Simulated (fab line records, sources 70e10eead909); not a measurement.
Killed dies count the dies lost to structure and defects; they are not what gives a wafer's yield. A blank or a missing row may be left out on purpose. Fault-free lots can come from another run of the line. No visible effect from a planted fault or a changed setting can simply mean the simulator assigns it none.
Which tool is to blame? + flow nand-harc + Sampling: 12 lots, 34 wafers, 4 of 1159 route steps

== WHAT THE GAUGES READ, wafer by wafer ==
NHARC_END_SORT_01. Usual: defect-limited-yield 95.1 %, standard deviation 1.8; killed-at-array 29, standard deviation 11; killed-at-other 0.5, standard deviation 0.8; killed-at-periphery 3.5, standard deviation 2.8; killed-dies 33, standard deviation 12; killed-open 3.1, standard deviation 1.8; killed-short 1.8, standard deviation 1.4; sort_bin_2_pct 1.5 %, standard deviation 0.65; sort_bin_3_pct 0.24 %, standard deviation 0.21; sort_bin_4_pct 3.1 %, standard deviation 1.2; sort-n-pass 644, standard deviation 12; sort-rim-yield-pct 97.5 %, standard deviation 1.9; sort-yield-pct 95.1 %, standard deviation 1.8.
| lot  | measured     | on        | defect-limited-yield (%) | killed-at-array | killed-at-other | killed-at-periphery | killed-dies | killed-open | killed-short | sort_bin_2_pct (%) | sort_bin_3_pct (%) | sort_bin_4_pct (%) | sort-n-pass | sort-rim-yield-pct (%) | sort-yield-pct (%) | flag |
|------|--------------|-----------|--------------------------|-----------------|-----------------|---------------------|-------------|-------------|--------------|--------------------|--------------------|--------------------|-------------|------------------------|--------------------|------|
| L448 | day 23 22:25 | prober-02 | 95.1 1.0 93.9            | 32 669 39       | 0 0 0           | 1 1 2               | 33 670 41   | 2 2 3       | 0 0 1        | 1.9 95.7 2.1       | 0.15 0.59 0.30     | 2.8 2.7 3.7        | 644 7 636   | 99.1 0 98.1            | 95.1 1.0 93.9      | OFF  |

== TOOL THAT RAN EACH LOT (tool first, then ch and the chambers of the sampled wafers, then the start) ==
| lot  | NHARC_A_BLC_STRIP_29               | NHARC_A_M0_ETCH_15                 | NHARC_A_M0_STRIP_18                |
|------|------------------------------------|------------------------------------|------------------------------------|
| L434 | rie-diel-02 ch 0,2,3, day 17 22:50 | rie-diel-13 ch 1,2, day 18 02:07   | rie-diel-11 ch 1,3, day 18 02:25   |
| L433 | rie-diel-02 ch 0,2,3, day 18 01:44 | rie-diel-11 ch 1,2,3, day 18 04:55 | rie-diel-01 ch 1,2,3, day 18 05:07 |
| L437 | rie-diel-12 ch 0,1, day 18 05:27   | rie-diel-11 ch 1,2,3, day 18 08:41 | rie-diel-13 ch 0,2, day 18 08:56   |
| L438 | rie-diel-12 ch 1,2,3, day 18 09:40 | rie-diel-11 ch 0,1, day 18 16:08   | rie-diel-13 ch 0,1,2, day 18 16:20 |
| L440 | rie-diel-02 ch 0,2,3, day 18 19:55 | rie-diel-01 ch 0,1,2, day 18 23:03 | rie-diel-13 ch 0,3, day 18 23:15   |
| L439 | rie-diel-02 ch 1,2,3, day 18 20:41 | rie-diel-01 ch 0,2,3, day 18 23:51 | rie-diel-11 ch 0,3, day 19 00:03   |
| L442 | rie-diel-02 ch 0,2,3, day 19 21:08 | rie-diel-01 ch 0,1,3, day 20 00:44 | rie-diel-01 ch 0,2,3, day 20 00:56 |
| L441 | rie-diel-12 ch 0,1, day 20 01:06   | rie-diel-13 ch 0,1,2, day 20 06:32 | rie-diel-11 ch 2,3, day 20 06:43   |
| L444 | rie-diel-02 ch 0,1,3, day 20 03:14 | rie-diel-11 ch 0,3, day 20 10:38   | rie-diel-13 ch 0,2,3, day 20 10:50 |
| L448 | rie-diel-12 ch 1,2, day 21 16:20   | rie-diel-11 ch 2,3, day 21 19:27   | rie-diel-11 ch 2,3, day 21 19:41   |
| L449 | rie-diel-12 ch 2, day 21 17:05     | rie-diel-11 ch 3, day 21 20:16     | rie-diel-13 ch 2, day 21 20:34     |
| L455 | rie-diel-12 ch 0,3, day 22 18:21   | rie-diel-13 ch 0,2,3, day 23 00:28 | rie-diel-01 ch 2,3, day 23 00:41   |
- NHARC_A_BLC_STRIP_29: strips in CF4.
- NHARC_A_M0_ETCH_15: etches the open film in C4F8/Ar, target depth 150 nm, overetch 15 nm, time 82.5 s.
- NHARC_A_M0_STRIP_18: strips in N2/H2.

== WHAT THE TOOLS THEMSELVES READ (means of the sampled wafers that have a number; where no wafer has one, the mark that the record gives instead) ==
NHARC_A_BLC_STRIP_29. Usual: drypump-motor-current-A 5.9 A, standard deviation 0.45; oes-product-au 1.005 a.u., standard deviation 0.0079; rf-vpp-V 59.3 V, standard deviation 0.84; showerhead-plenum-p-Torr 1.75 Torr, standard deviation 0.058; throttle-valve-pct 13.284 %, standard deviation 0.0084.
| lot  | tool        | drypump-motor-current-A (A) | oes-product-au (a.u.) | rf-vpp-V (V) | showerhead-plenum-p-Torr (Torr) | throttle-valve-pct (%) | flag |
|------|-------------|-----------------------------|-----------------------|--------------|---------------------------------|------------------------|------|
| L434 | rie-diel-02 | 6.0                         | 1.006                 | 58.9         | 1.74                            | 13.278                 |      |
| L433 | rie-diel-02 | 6.0                         | 1.000                 | 60.1         | 1.74                            | 13.292                 |      |
| L437 | rie-diel-12 | 5.9                         | 1.023                 | 59.6         | 1.72                            | 13.283                 |      |
| L438 | rie-diel-12 | 5.7                         | 1.009                 | 59.1         | 1.79                            | 13.285                 |      |
| L440 | rie-diel-02 | 6.0                         | 1.001                 | 59.2         | 1.74                            | 13.288                 |      |
| L439 | rie-diel-02 | 6.0                         | 1.004                 | 59.5         | 1.75                            | 13.286                 |      |
| L442 | rie-diel-02 | 6.0                         | 0.996                 | 58.3         | 1.74                            | 13.285                 |      |
| L441 | rie-diel-12 | 5.9                         | 1.008                 | 59.3         | 1.71                            | 13.286                 |      |
| L444 | rie-diel-02 | 6.1                         | 0.996                 | 58.9         | 1.70                            | 13.283                 |      |
| L448 | rie-diel-12 | 5.8                         | 1.008                 | 58.9         | 1.81                            | 13.276                 |      |
| L449 | rie-diel-12 | 6.2                         | 1.008                 | 58.9         | 1.85                            | 13.279                 |      |
| L455 | rie-diel-12 | 6.2                         | 1.006                 | 58.9         | 1.73                            | 13.287                 |      |

NHARC_A_M0_ETCH_15. Usual: oes-product-au 0.956 a.u., standard deviation 0.02; rf-vpp-V 441.7 V, standard deviation 2.
| lot  | tool        | oes-product-au (a.u.) | rf-vpp-V (V) | flag |
|------|-------------|-----------------------|--------------|------|
| L434 | rie-diel-13 | 0.921                 | 440.7        |      |
| L433 | rie-diel-11 | 0.969                 | 441.9        |      |
| L437 | rie-diel-11 | 0.964                 | 441.7        |      |
| L438 | rie-diel-11 | 0.954                 | 442.1        |      |
| L440 | rie-diel-01 | 0.970                 | 442.4        |      |
| L439 | rie-diel-01 | 0.927                 | 441.8        |      |
| L442 | rie-diel-01 | 0.928                 | 440.8        |      |
| L441 | rie-diel-13 | 0.968                 | 439.8        |      |
| L444 | rie-diel-11 | 0.967                 | 443.2        |      |
| L448 | rie-diel-11 | 0.906                 | 441.7        |      |
| L449 | rie-diel-11 | 0.965                 | 441.7        |      |
| L455 | rie-diel-13 | 0.976                 | 441.2        |      |

NHARC_A_M0_STRIP_18. Usual: drypump-motor-current-A 5.8 A, standard deviation 0.49; oes-product-au 0.999 a.u., standard deviation 0.01; rf-vpp-V 90.9 V, standard deviation 0.91; showerhead-plenum-p-Torr 2.08 Torr, standard deviation 0.064; throttle-valve-pct 14.169 %, standard deviation 0.0092.
| lot  | tool        | drypump-motor-current-A (A) | oes-product-au (a.u.) | rf-vpp-V (V) | showerhead-plenum-p-Torr (Torr) | throttle-valve-pct (%) | flag |
|------|-------------|-----------------------------|-----------------------|--------------|---------------------------------|------------------------|------|
| L434 | rie-diel-11 | 6.0                         | 0.991                 | 90.7         | 2.07                            | 14.170                 |      |
| L433 | rie-diel-01 | 5.9                         | 1.012                 | 90.9         | 2.12                            | 14.166                 |      |
| L437 | rie-diel-13 | 6.1                         | 1.010                 | 90.3         | 2.00                            | 14.172                 |      |
| L438 | rie-diel-13 | 5.7                         | 1.000                 | 90.7         | 2.05                            | 14.165                 |      |
| L440 | rie-diel-13 | 5.0                         | 1.002                 | 91.0         | 2.11                            | 14.163                 |      |
| L439 | rie-diel-11 | 5.9                         | 0.993                 | 90.3         | 2.10                            | 14.173                 |      |
| L442 | rie-diel-01 | 5.9                         | 1.000                 | 91.2         | 2.04                            | 14.171                 |      |
| L441 | rie-diel-11 | 6.3                         | 1.002                 | 91.3         | 2.05                            | 14.162                 |      |
| L444 | rie-diel-13 | 5.5                         | 0.989                 | 91.0         | 2.05                            | 14.158                 |      |
| L448 | rie-diel-11 | 6.1                         | 0.999                 | 90.2         | 2.08                            | 14.170                 |      |
| L449 | rie-diel-13 | 6.5                         | 1.006                 | 90.2         | 1.96                            | 14.181                 |      |
| L455 | rie-diel-01 | 5.7                         | 0.991                 | 91.3         | 2.09                            | 14.178                 |      |

== THE ANSWER, worked out from the rows above alone ==
Rule: a lot counts as off when the mean over its wafers that have a number is more than 3 standard deviations away from the usual mean. Also off: a lot with no number at a reading for which 4 or more lots have one. All remaining lots with rows at the step are treated as sound. After the gauges, taken in route order, come the tools' own readings; for these a lot's mean is taken, as printed above. The first step at which some lot is off is used, and at that step the reading that is off furthest; a lot without a number counts as furthest.
Off, at NHARC_END_SORT_01 on sort_bin_2_pct: L448. Neither off nor sound, because the step has no rows for them: L434, L433, L437, L438, L440, L439, L442, L441, L444, L449, L455.
A tool fits if, at a process step before that reading, it ran every lot that is off, and no sound lot after the first of them. The gauges at NHARC_END_SORT_01 are tried like those tools. Can't be told from this: 3 tools fit, rie-diel-12 at NHARC_A_BLC_STRIP_29, rie-diel-11 at NHARC_A_M0_ETCH_15 and NHARC_A_M0_STRIP_18, prober-02 at NHARC_END_SORT_01.

== WHAT HAD BEEN PUT IN BY THE SIMULATOR ==
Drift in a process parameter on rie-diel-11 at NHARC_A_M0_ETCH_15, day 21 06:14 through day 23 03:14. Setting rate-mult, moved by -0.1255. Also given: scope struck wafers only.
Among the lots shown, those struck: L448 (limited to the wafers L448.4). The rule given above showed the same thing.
